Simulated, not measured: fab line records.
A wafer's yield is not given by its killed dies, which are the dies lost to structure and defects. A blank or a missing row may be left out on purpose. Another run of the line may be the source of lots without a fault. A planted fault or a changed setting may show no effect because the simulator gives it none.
fab line records ; flow n5Finfet
record lots=11; wafers=33; lastDay=18
route steps=1938 shown PMOS_HMC_CHANNEL_EPI@70 MIM_TOP_LITHO@1848 MIM_TOP_ETCH@1852 PASSIVATION@1936
lots that met no fault: taken from a fault-free run of the same line
startH: start of the lot's first displayed wafer, in hours after the record's first day ; waitH: time in hours since the lot's previous step ; " same as the row above ; L1.1+2: a row that stands for several wafers ; - value missing, or start not given ; * or withheld: withheld ; < > ~ a bound
route shown NAME@n: NAME is a module with steps in the file, n the number in the route of the first one ; usual: mean and standard deviation over wafers with no fault ; same: alike in all rows ; chamber/n: place in a boat ; sites: per-site readings ; _std_site: standard deviation across them ; _edge_site: inner sites' mean taken away from outer sites' mean ; radiusMm: how far each site lies from the wafer's centre ; mask NAME#n: copy n ; behind: the last tool/chamber to shape the wafer ; hold: why the lot was held/for how many hours/how that ended ; device: which transistor (n, p or np) failed to switch ; end of line: tests run on the same wafers once the route is complete ; a step without rows: its recipe alone ; killed: count of dies lost to structure and defects at first sort (not the wafer's yield) ; map: dies across one wafer; x = killed, . = not, _ = none there
set.NAME: the setting the step ran with; set.NAME@STEP: the setting that earlier step ran with ; model.NAME: the simulator's own value behind a step, which no gauge read
route steps across a sampled set of lots; one table per step, one row per wafer
services: when a tool's chamber went out of use (startH, in hours from the record's first day, below 0 if earlier), for how many hours, and the reason
## steps
# step N5_PMOS_HMC_CHANNEL_EPI_HM_OPEN_15
# recipe chemistry=CHF3/O2; target=SiO2; maskMaterial=CAR-ArF-block; targetDepthA=406; CHF3_flow_sccm=50; O2_flow_sccm=5; Ar_flow_sccm=200; timeS=20.3; pressureMtorr=30; sourceW=650; biasW=170; ionEnergyEv=200
# usual chamberPressureMTorr=29.996/0.03; drypumpMotorCurrentA=5.5/0.49; oesProductAu=0.75/0.072; rfVppV=527/14; showerheadPlenumPTorr=2.40/0.077; throttleValvePct=19.0/0.3
lot.wafer;tool;chamber;startH;waitH;chamberPressureMTorr;drypumpMotorCurrentA;oesProductAu;rfHoursCounterH;rfVppV;showerheadPlenumPTorr;throttleValvePct
L874.1;rieDiel-04;3;18.17;0.0;30.011;5.3;0.75;161;532;2.52;18.8
L874.3;rieDiel-04;2;18.17;0.0;29.971;6.1;0.71;174;524;2.51;19.3
L874.5;rieDiel-04;1;18.17;0.0;30.000;6.5;0.85;-;559;2.42;18.4
L875.3;rieDiel-04;1;23.51;0.0;30.026;6.5;0.84;61;559;2.42;18.4
L875.4;rieDiel-04;0;23.51;0.0;29.912;5.6;0.71;-;512;2.38;19.2
L875.6;rieDiel-04;2;23.51;0.0;29.997;6.1;0.71;-;523;2.51;19.3
L876.1;rieDiel-04;1;29.36;0.0;29.990;6.5;0.84;63;558;2.41;18.4
L876.3;rieDiel-04;2;29.36;0.0;29.933;6.1;0.71;179;524;2.51;19.3
L876.6;rieDiel-04;1;29.36;0.0;30.000;6.5;0.84;-;558;2.41;18.4
L877.1;rieDiel-04;0;36.47;0.0;29.994;5.6;0.71;207;511;2.38;19.3
L877.3;rieDiel-04;2;36.47;0.0;29.973;6.1;0.71;182;526;2.51;19.3
L877.5;rieDiel-04;1;36.47;0.0;30.029;6.5;0.82;-;557;2.41;18.4
L879.3;rieDiel-06;1;47.63;0.0;29.986;5.2;0.69;221;538;2.29;19.0
L879.4;rieDiel-06;3;47.63;0.0;29.974;5.3;0.78;121;513;2.33;19.2
L879.6;rieDiel-06;2;47.63;0.0;29.973;4.8;0.69;-;517;2.50;19.1
L882.2;rieDiel-04;1;65.81;0.0;30.010;6.5;0.82;76;558;2.41;18.4
L882.4;rieDiel-04;3;65.81;0.0;29.980;5.3;0.75;176;531;2.52;18.8
L882.6;rieDiel-04;3;65.81;0.0;30.013;5.3;0.74;-;532;2.52;18.8
L883.2;rieDiel-02;2;71.50;0.0;30.000;5.8;0.68;195;534;2.38;18.6
L883.4;rieDiel-02;1;71.50;0.0;29.985;5.9;0.89;39;502;2.35;18.5
L883.5;rieDiel-02;3;71.50;0.0;30.009;5.1;0.80;-;535;2.35;19.4
L884.1;rieDiel-02;0;77.40;0.0;29.985;5.9;0.77;146;513;2.42;19.3
L884.3;rieDiel-02;2;77.40;0.0;29.982;5.8;0.69;197;531;2.38;18.6
L884.4;rieDiel-02;1;77.40;0.0;29.967;5.9;0.89;40;501;2.35;18.5
L891.2;rieDiel-04;0;119.29;0.0;29.981;5.5;0.69;233;511;2.37;19.3
L891.4;rieDiel-04;1;119.29;0.0;30.042;6.5;0.81;90;558;2.40;18.4
L891.6;rieDiel-04;2;119.29;0.0;30.017;6.1;0.70;-;525;2.50;19.3
L896.1;rieDiel-06;2;149.59;0.0;30.011;4.8;0.67;244;517;2.49;19.1
L896.2;rieDiel-06;3;149.59;0.0;29.992;5.3;0.75;153;511;2.32;19.2
L896.3;rieDiel-06;0;149.59;0.0;29.994;5.4;0.86;47;529;2.35;19.0
L897.1;rieDiel-02;0;157.84;0.0;29.952;6.0;0.76;167;514;2.41;19.3
L897.4;rieDiel-02;1;157.84;0.0;30.009;5.9;0.85;61;503;2.34;18.5
L897.5;rieDiel-02;3;157.84;0.0;30.169;5.0;0.79;-;536;2.35;19.5
# step N5_MIM_TOP_LITHO_OVL_MEAS_11
# recipe pointsPerWafer=44
# usual MIM_TOP_OVL=-4/6
# same pointsPerWafer=44
lot.wafer;tool;chamber;startH;waitH;MIM_TOP_OVL[nm]
L874.1;overlay-02;0;284.15;0.0;-9
L874.3;overlay-02;0;284.15;0.0;-13
L874.5;overlay-02;0;284.15;0.0;-10
L875.3;overlay-01;0;290.12;0.0;1
L875.4;overlay-01;0;290.12;0.0;0
L875.6;overlay-01;0;290.12;0.0;1
L877.1;overlay-01;0;295.58;0.0;12
L877.3;overlay-01;0;295.58;0.0;10
L877.5;overlay-01;0;295.58;0.0;17
L876.1;overlay-01;0;297.61;0.0;-5
L876.3;overlay-01;0;297.61;0.0;-8
L876.6;overlay-01;0;297.61;0.0;-8
L879.3;overlay-01;0;308.11;0.0;3
L879.4;overlay-01;0;308.11;0.0;-5
L879.6;overlay-01;0;308.11;0.0;-2
L882.2;overlay-01;0;322.28;0.0;-8
L882.4;overlay-01;0;322.28;0.0;-6
L882.6;overlay-01;0;322.28;0.0;-3
L883.2;overlay-02;0;332.26;0.0;-11
L883.4;overlay-02;0;332.26;0.0;-5
L883.5;overlay-02;0;332.26;0.0;-12
L884.1;overlay-01;0;332.72;0.0;-11
L884.3;overlay-01;0;332.72;0.0;-7
L884.4;overlay-01;0;332.72;0.0;-4
L891.2;overlay-01;0;366.85;0.0;-2
L891.4;overlay-01;0;366.85;0.0;-3
L891.6;overlay-01;0;366.85;0.0;-2
L897.1;overlay-02;0;423.25;0.0;0
L897.4;overlay-02;0;423.25;0.0;5
L897.5;overlay-02;0;423.25;0.0;-3
L896.1;overlay-01;0;426.61;0.0;7
L896.2;overlay-01;0;426.61;0.0;-11
L896.3;overlay-01;0;426.61;0.0;1
# step N5_MIM_TOP_ETCH_STRIP_01
# recipe chemistry=O2; powerW=600; tempC=60; pressureMtorr=30; rfFrequencyHz=6e+07; biasPowerW=0; overashFraction=0.5; o2FlowSccm=225
# usual chamberPressureMTorr=30.00/0.07; drypumpMotorCurrentA=5.7/0.53; oesProductAu=0.82/0.08; rfVppV=3.5/1.3; showerheadPlenumPTorr=2.09/0.064; throttleValvePct=16.65/0.28
lot.wafer;tool;chamber;startH;waitH;chamberPressureMTorr;drypumpMotorCurrentA;oesProductAu;rfHoursCounterH;rfVppV;showerheadPlenumPTorr;throttleValvePct
L874.1;rieDiel-04;0;284.48;0.1;30.04;5.6;0.92;23;2.7;2.07;16.83
L874.3;rieDiel-04;1;284.48;0.1;30.02;6.5;0.76;-;3.5;2.12;16.62
L874.5;rieDiel-04;0;284.48;0.1;30.02;5.6;0.90;-;4.6;2.07;16.84
L875.3;rieDiel-04;1;290.43;0.1;30.00;6.5;0.74;-;6.5;2.12;16.61
L875.4;rieDiel-04;0;290.43;0.1;30.04;5.6;0.88;-;5.8;2.07;16.85
L875.6;rieDiel-04;0;290.43;0.1;30.12;5.5;0.89;-;3.1;2.07;16.82
L877.1;rieDiel-04;0;295.91;0.1;29.92;5.6;0.88;29;1.1;2.07;16.86
L877.3;rieDiel-04;0;295.91;0.1;29.99;5.6;0.89;-;4.4;2.07;16.89
L877.5;rieDiel-04;1;295.91;0.1;29.83;6.5;0.74;-;2.8;2.12;16.62
L876.1;rieDiel-02;2;298.01;0.2;30.01;5.8;0.95;5;5.4;2.03;16.07
L876.3;rieDiel-02;3;298.01;0.2;30.03;5.1;0.73;164;2.1;1.99;17.07
L876.6;rieDiel-02;1;298.01;0.2;30.00;5.9;0.80;-;6.3;2.03;16.48
L879.3;rieDiel-02;3;309.06;0.1;30.01;5.0;0.76;168;3.3;1.99;17.10
L879.4;rieDiel-02;0;309.06;0.1;30.00;6.0;0.72;215;3.9;2.05;17.03
L879.6;rieDiel-02;3;309.06;0.1;29.97;5.0;0.73;-;2.6;1.99;17.10
L882.2;rieDiel-02;2;322.72;0.2;30.02;5.7;0.92;13;2.4;2.03;16.08
L882.4;rieDiel-02;0;322.72;0.2;29.89;5.9;0.73;221;2.9;2.05;17.02
L882.6;rieDiel-02;0;322.72;0.2;30.01;6.0;0.72;-;4.1;2.05;17.03
L883.2;rieDiel-06;0;332.68;0.1;30.07;5.4;0.80;110;2.7;2.04;16.94
L883.4;rieDiel-06;0;332.68;0.1;29.88;5.4;0.79;-;4.5;2.04;16.96
L883.5;rieDiel-06;2;332.68;0.1;29.98;4.8;0.87;-;8.2;2.13;16.30
L884.1;rieDiel-06;2;333.01;0.1;30.24;4.8;0.85;50;0.9;2.13;16.38
L884.3;rieDiel-06;1;333.01;0.1;30.03;5.2;0.90;33;6.3;2.23;16.47
L884.4;rieDiel-06;2;333.01;0.1;30.03;4.8;0.84;-;3.8;2.13;16.39
L891.2;rieDiel-04;0;367.21;0.1;29.95;5.5;0.85;53;5.6;2.06;16.84
L891.4;rieDiel-04;2;367.21;0.1;29.96;6.2;0.90;23;1.8;2.15;16.61
L891.6;rieDiel-04;3;367.21;0.1;29.92;5.3;0.99;-;4.1;2.15;16.27
L897.1;rieDiel-04;2;423.54;0.1;30.00;6.1;0.88;40;2.4;2.14;16.71
L897.4;rieDiel-04;3;423.54;0.1;29.98;5.3;0.91;-;3.5;2.15;16.28
L897.5;rieDiel-04;2;423.54;0.1;30.08;6.1;0.87;-;2.0;2.14;16.64
L896.1;rieDiel-04;2;426.90;0.1;30.01;6.1;0.86;41;4.0;2.14;16.66
L896.2;rieDiel-04;3;426.90;0.1;30.01;5.3;0.89;19;3.9;2.15;16.25
L896.3;rieDiel-04;1;426.90;0.1;29.93;6.5;0.74;186;4.2;2.10;16.65
# step N5_PASSIVATION_PROBE_49
# usual defectLimitedYield=90.5/1.7; killed_at_M0_to_M3=37/12; killed_at_M4_up=14/5.2; killedAtContacts=12/5.9; killedAtFrontEnd=45/14; killedAtOther=3.5/2.8; killedDies=112/21; killedOnRim=15/4.5; killedOpen=73/15; killedShort=36/8.9; sort_bin_5_function=5.6/1.2; sort_bin_6_memory=3.5/0.68; sort_bin_8_speed=0.01/0.1; sortNPass=1068/21; sortYieldPct=90.5/1.8
# same grossDies=1180; killedAtBackSide=0; sort_bin_4_leakage[%]=0
lot.wafer;tool;chamber;startH;waitH;defectLimitedYield[%];killed_at_M0_to_M3;killed_at_M4_up;killedAtContacts;killedAtFrontEnd;killedAtOther;killedDies;killedOnRim;killedOpen;killedShort;sort_bin_5_function[%];sort_bin_6_memory[%];sort_bin_8_speed[%];sortNPass;sortYieldPct[%]
L883.2;prober-01;-;342.66;0.1;91.9;25;12;11;42;5;95;18;53;32;4.2;2.8;0;1085;91.9
L883.4;prober-01;-;342.76;0.2;93.0;23;10;3;46;1;83;8;55;26;4.4;2.5;0;1097;93.0
L883.5;prober-01;-;342.81;0.2;93.0;27;9;8;38;1;83;15;50;30;4.3;2.4;0;1097;93.0
L891.2;prober-01;-;379.66;0.4;89.2;27;27;18;53;2;127;19;83;41;6.8;3.8;0;1053;89.2
L891.4;prober-01;-;379.76;0.5;89.5;28;17;17;60;2;124;15;75;44;6.2;3.7;0;1056;89.5
L891.6;prober-01;-;379.86;0.6;84.2;61;8;15;101;1;186;30;79;41;9.6;3.6;0;994;84.2
# killed by level:class
L883.2 MOL_CONTACT_COAG:geometricParticle:open=10 HKMG_FIN:areaEtch=9 FIN_SAQP:geometricParticle:short=6 GATE_CUT:geometricParticle:short=6 FIN_SAQP:geometricParticle:open=5 BEOL_M0_SAQP:geometricParticle:open=5 BEOL_M4:geometricParticle:open=5 BEOL_M1:geometricParticle:open=5
L883.4 FIN_SAQP:geometricParticle:open=16 FIN_SAQP:geometricParticle:short=8 STI_FIN_REVEAL:geometricParticle:open=5 GATE_CUT:geometricParticle:short=5 BEOL_M0_SAQP:geometricParticle:open=5 BEOL_M4:geometricParticle:open=5 BEOL_M2:geometricParticle:open=4 DUMMY_GATE:geometricParticle:open=3
L883.5 STI_FIN_REVEAL:geometricParticle:open=7 GATE_CUT:geometricParticle:short=6 BEOL_M2:geometricParticle:open=6 BEOL_M3:geometricParticle:open=6 FIN_SAQP:geometricParticle:short=5 MOL_CONTACT_COAG:geometricParticle:short=5 BEOL_M0:geometricParticle:open=5 FIN_SAQP:geometricParticle:open=4
L891.2 STI_FIN_REVEAL:geometricParticle:open=16 MOL_CONTACT_COAG:geometricParticle:open=13 BEOL_M4:geometricParticle:open=13 DUMMY_GATE:geometricParticle:open=9 FIN_SAQP:geometricParticle:short=8 MOL_CONTACT_COAG:geometricParticle:short=5 BEOL_M1:geometricParticle:open=5 BEOL_M5:geometricParticle:open=5
L891.4 FIN_SAQP:geometricParticle:open=12 MOL_CONTACT_COAG:geometricParticle:open=12 BEOL_M4:geometricParticle:open=7 FIN_SAQP:geometricParticle:short=6 BEOL_M0_SAQP:geometricParticle:short=6 STI_FIN_REVEAL:geometricParticle:open=5 MOL_CONTACT_COAG:geometricParticle:short=5 BEOL_M4:geometricParticle:short=5
L891.6 PMOS_HMC_CHANNEL_EPI:unspecified=64 BEOL_M0_SAQP:geometricParticle:open=27 BEOL_M0_SAQP:geometricParticle:short=16 MOL_CONTACT_COAG:geometricParticle:open=13 FIN_SAQP:geometricParticle:short=11 FIN_SAQP:geometricParticle:open=9 BEOL_M1:geometricParticle:open=5 STARTING-WAFER:geometricParticle:open=5
## services
tool;chamber;startH;hours;kind
rieDiel-04;3;21.75;5.6;repair
rieDiel-02;-;27.88;28.1;pm
rieDiel-02;3;87.44;2.6;repair
rieDiel-04;2;109.23;1.6;repair
rieDiel-06;2;112.41;19.7;repair
rieDiel-04;0;138.95;5.4;repair
rieDiel-02;1;177.11;5.9;repair
rieDiel-06;1;184.00;81.3;repair
rieDiel-04;0;186.86;-;clean
rieDiel-02;3;191.84;6.5;repair
rieDiel-04;2;198.53;2.8;repair
rieDiel-06;2;218.19;13.6;repair
rieDiel-06;0;220.16;6.2;repair
rieDiel-02;3;243.66;9.1;repair
rieDiel-02;2;249.10;3.6;repair
rieDiel-06;-;266.11;2.8;pm
rieDiel-04;0;266.58;4.5;repair
rieDiel-06;3;330.98;3.6;repair
rieDiel-06;3;344.09;19.8;repair
rieDiel-06;0;359.62;9.0;repair
rieDiel-06;1;372.98;32.4;repair
rieDiel-06;0;375.92;6.5;repair
rieDiel-04;1;393.86;2.4;repair
rieDiel-06;0;417.59;3.8;repair
## key
firstSign step=N5_PASSIVATION_PROBE_49; reading=killedAtFrontEnd; direction=up; sigmas=4; usual=45; struck=101
effect step=N5_PASSIVATION_PROBE_49; reading=defectLimitedYield; direction=down; sigmas=3.6; usual=90.5; struck=84.2
moreKillsBornAt N5_PMOS_HMC_CHANNEL_EPI_HM_OPEN_15@rieDiel-04=64
metAt N5_PMOS_HMC_CHANNEL_EPI_HM_OPEN_15
struckLots L891
struckWafers L891.6
notActingAt N5_MIM_TOP_LITHO_OVL_MEAS_11,N5_MIM_TOP_ETCH_STRIP_01
onsetBetween 36.47 119.29
fault kind=chamberParticleSource; tool=rieDiel-04; chamber=2; onsetH=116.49; steps=N5_PMOS_HMC_CHANNEL_EPI_HM_OPEN_15; ratePerVisitCm2=1.9505; endH=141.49
